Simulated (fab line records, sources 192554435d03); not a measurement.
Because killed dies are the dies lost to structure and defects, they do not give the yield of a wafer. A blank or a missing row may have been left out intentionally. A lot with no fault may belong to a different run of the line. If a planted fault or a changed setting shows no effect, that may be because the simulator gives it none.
A lot that was struck, set against a sound lot    flow n5 finfet    28 out of 1938 route steps
Sound: these wafers, L533.4, L533.5, L533.6. Wafers struck: L523.2, L523.3, L523.4. At the end, the cause is stated.
Order at every step that has rows: each side's tool, ch and its chambers, its first start. Under that, the readings that differ: sound wafers    struck wafers    difference of the means    sigmas: that difference in standard deviations of wafers without a fault.
alike: same words and numbers on both sides, and readings whose means sit less than 2 such deviations apart. not compared: any withheld reading, any reading some wafer has no value for, any bound like >300 that may hide the same value, and any number with overlapping values for which the record gives no deviation.
The two part at a step that has a row with sigmas, a row that says differs or no value, or rows on one side only. Non-overlapping numbers with no deviation appear without sigmas and do not part them. Lack of a reading on every wafer of one side parts them only where that side has two or more wafers.

first, 11 steps without rows for these wafers: N5_BEOL_M6_CURE_75 (cures SiCOH lowk, time 120 s); N5_BEOL_M6_DEGAS_44 (time 60 s); N5_BEOL_M6_PRE_CLEAN_45 (time 30 s); N5_BEOL_M6_ALD_77 (deposits TaN, target thk 2 nm, pulse time 2 s, purge time 3 s); N5_BEOL_M6_SURFACE_TREAT_79; N5_BEOL_M6_CVD_78 (deposits Co from CCTBA/H2, target thk 2 nm, time 142.3 s); N5_BEOL_M6_SPUTTER_48 (material Cu, target thk 10 nm, time 1.667 s); N5_BEOL_M6_ECD_50 (material Cu, target thk 300 nm); N5_BEOL_M6_ANNEAL_51 (time 90 s); N5_BEOL_M6_CMP_52 (polishes, stops on SiCOH lowk, t overpolish 6.9 s, target thk 80 nm); N5_BEOL_M6_PRE_CLEAN_55 (time 15 s).
N5_BEOL_M6_DEP_56: deposits SiCN from 3MS/NH3, target thk 10 nm, time 17.5 s.
  sound on pecvd-03 ch 0,1,2, day 14 19:22; struck on pecvd-02 ch 0,1,2, day 12 04:05
  alike: chamber pressure Torr, showerhead plenum p Torr, throttle valve pct
N5_BEOL_M6_INSPECT_58: inspects for defects (darkfield).
  sound on defect inspect-02 at day 14 19:26; struck on defect inspect-02 at day 12 04:10
reading           sound     struck          difference  sigmas
raw defect count  95 61 52  1048 1209 1156  +1068       +46
then, 12 steps without rows for these wafers: N5_BEOL_M7_ILD_DEP_00 (deposits SiCOH lowk from DEMS/porogen, target thk 179.75 nm, time 33.4 s); N5_BEOL_M7_CURE_74 (cures SiCOH lowk, time 240 s); N5_BEOL_M7_PECVD_70 (deposits SiO2 from TEOS/O2, target thk 20 nm, time 22.7 s); N5_BEOL_M7_HM_DEP_02 (deposits TiN, target thk 20 nm); N5_BEOL_M7_COAT_59 (time 60 s, resist thk 100 nm); N5_BEOL_M7_COAT_60 (time 60 s, resist thk 35 nm); N5_BEOL_M7_COAT_05 (resist thk 90 nm); N5_BEOL_M7_EBR_07; N5_BEOL_M7_SOFTBAKE_06 (time 60 s); N5_BEOL_M7_EXPOSE_08 (exposes mask M7); N5_BEOL_M7_PEB_09 (peb time 60 s); N5_BEOL_M7_DEVELOP_10 (develop time 30 s).
N5_BEOL_M7_INSPECT_13: inspects for defects (brightfield).
  sound on defect inspect-01 at day 14 21:51; struck on defect inspect-02 at day 12 07:56
reading           sound        struck          difference  sigmas
raw defect count  617 342 438  1220 1511 1419  +918        +8
then, 1 step without rows for these wafers: N5_BEOL_M7_DESCUM_16 (chemistry O2, time 7.9 s).
-- a jump in the record: the struck wafers' starts before and after are 3 days apart (it breaks off in module BEOL_M7 and resumes in module PASSIVATION, where the first step shown is number 1936 of the route) --
N5_PASSIVATION_PROBE_49:
  only the struck wafers here have rows in the record (prober-01, day 15 12:27); the sound ones have none

WHERE THEY PART
Earliest at N5_BEOL_M6_INSPECT_58; latest, in this record, at N5_PASSIVATION_PROBE_49.

WHY: what had been put in by the simulator
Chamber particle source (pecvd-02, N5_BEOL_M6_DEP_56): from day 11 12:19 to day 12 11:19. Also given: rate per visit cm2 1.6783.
